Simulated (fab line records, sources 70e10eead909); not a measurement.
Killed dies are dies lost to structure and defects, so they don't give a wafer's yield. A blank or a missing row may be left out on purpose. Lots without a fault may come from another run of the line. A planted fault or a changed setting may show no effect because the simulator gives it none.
Chamber matching | flow nand_harc | NHARC_A_STAIRCASE_DEP_151 on pecvd-01: 3 sister chambers
The step deposits SiO2, target thk 7200 nm. 3 wafers are shown with their chamber, then 9 later ones without.

WAFERS WITH THEIR CHAMBER
wafer  | chamber | heater_power_w (W)
L079.1 | 2       | 564
L089.3 | 1       | 654
L089.4 | 0       | 552

WAFERS WITHOUT THEIR CHAMBER
wafer  | heater_power_w (W)
L088.4 | 542
L088.5 | 508
L088.6 | 633
L090.2 | 754
L090.3 | 582
L090.6 | 508
L097.2 | 657
L097.4 | 560
L097.5 | 505

WHICH CHAMBER EACH WENT THROUGH
wafer  | from the rows above          | in truth
L088.4 | can't be placed: 0 or 2      | 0
L088.5 | can't be placed: 0 or 2      | 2
L088.6 | can't be placed: 1 or 2 or 0 | 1
L090.2 | 1                            | 1
L090.3 | can't be placed: 2 or 0 or 1 | 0
L090.6 | can't be placed: 0 or 2      | 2
L097.2 | 1                            | 1
L097.4 | can't be placed: 2 or 0      | 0
L097.5 | can't be placed: 0 or 2      | 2
Placed correctly: 2 of 9. Can't be placed from these rows: 7 (the true chamber is among the candidates in 7). Placed wrongly: 0.
How it was worked out, from the rows above alone: a wafer's distance from a chamber is the root of the sum, over the readings, of the square of ((its reading less the chamber's mean) divided by the reading's scatter). The wafer belongs to the nearest chamber; if the next one is less than 2 further off, it can't be placed. A chamber's mean is the mean of its shown wafers. The scatter: with one shown wafer a chamber, the root of the mean of the squares of how far each hidden wafer lies from its nearest shown one.
